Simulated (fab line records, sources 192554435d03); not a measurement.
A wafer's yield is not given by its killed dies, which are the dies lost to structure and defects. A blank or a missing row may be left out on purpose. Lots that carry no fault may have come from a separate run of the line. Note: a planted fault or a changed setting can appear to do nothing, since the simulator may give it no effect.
Chamber matching	flow n5_finfet	N5_BEOL_M5_STRIP_36 on rie_diel-02: 4 sister chambers
The step strips in N2/H2. 4 wafers are shown with their chamber, then 12 later ones without.

== WAFERS PAIRED WITH THEIR CHAMBERS ==
wafer	chamber	showerhead_plenum_p_Torr (Torr)
L087.1	1	2.69
L087.4	0	2.60
L087.5	2	2.43
L087.6	3	2.57

== WAFERS WHOSE CHAMBER IS MISSING ==
wafer	showerhead_plenum_p_Torr (Torr)
L091.1	2.60
L091.2	2.69
L091.6	2.57
L094.1	2.42
L094.2	2.56
L094.5	2.56
L095.2	2.68
L095.5	2.56
L095.6	2.42
L096.2	2.42
L096.4	2.68
L096.5	2.42

== EACH ONE'S CHAMBER ==
wafer	from the rows above	in truth
L091.1	0	0
L091.2	1	1
L091.6	3	3
L094.1	2	2
L094.2	3	3
L094.5	3	3
L095.2	1	1
L095.5	3	3
L095.6	2	2
L096.2	2	2
L096.4	1	1
L096.5	2	2
Correct placement for 12 of the 12. Left unplaced by these rows: 0. Placed wrongly: 0.
How it was worked out, from the rows above alone: a wafer's distance from a chamber is the root of the sum, over the readings, of the square of ((its reading less the chamber's mean) divided by the reading's scatter). If the next closest chamber is less than 2 further off than the closest, the wafer can't be placed; otherwise it belongs to the closest. The mean given for a chamber averages the wafers shown for that chamber. The scatter: with one shown wafer a chamber, the root of the mean of the squares of how far each hidden wafer lies from its nearest shown one.
